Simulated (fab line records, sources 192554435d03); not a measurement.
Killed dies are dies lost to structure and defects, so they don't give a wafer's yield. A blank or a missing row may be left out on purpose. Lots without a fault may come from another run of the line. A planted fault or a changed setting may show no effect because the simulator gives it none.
Chamber matching | flow n5_finfet | N5_BEOL_M12_ETCH_67 on rie_diel-04: 4 sister chambers
The step etches SiARC in CF4, target depth 143 nm, time 238.3 s. 4 wafers are shown with their chamber, then 12 later ones without.

WAFERS WITH THEIR CHAMBER
wafer  | chamber | drypump_motor_current_A (A)
L087.5 | 0       | 5.3
L093.3 | 1       | 5.5
L093.5 | 2       | 6.0
L093.6 | 3       | 5.6

WAFERS WITHOUT THEIR CHAMBER
wafer  | drypump_motor_current_A (A)
L094.2 | 6.0
L094.3 | 5.6
L094.5 | 6.0
L097.3 | 5.6
L097.5 | 5.9
L097.6 | 5.5
L096.2 | 5.3
L096.4 | 5.6
L096.5 | 5.3
L091.3 | 6.0
L091.4 | 5.3
L091.5 | 6.0

WHICH CHAMBER EACH WENT THROUGH
wafer  | from the rows above | in truth
L094.2 | 2                   | 2
L094.3 | 3                   | 3
L094.5 | 2                   | 2
L097.3 | 3                   | 3
L097.5 | 2                   | 2
L097.6 | 1                   | 1
L096.2 | 0                   | 0
L096.4 | 3                   | 3
L096.5 | 0                   | 0
L091.3 | 2                   | 2
L091.4 | 0                   | 0
L091.5 | 2                   | 2
Placed correctly: 12 of 12. Can't be placed from these rows: 0. Placed wrongly: 0.
How it was worked out, from the rows above alone: a wafer's distance from a chamber is the root of the sum, over the readings, of the square of ((its reading less the chamber's mean) divided by the reading's scatter). The wafer belongs to the nearest chamber; if the next one is less than 2 further off, it can't be placed. A chamber's mean is the mean of its shown wafers. The scatter: with one shown wafer a chamber, the root of the mean of the squares of how far each hidden wafer lies from its nearest shown one.
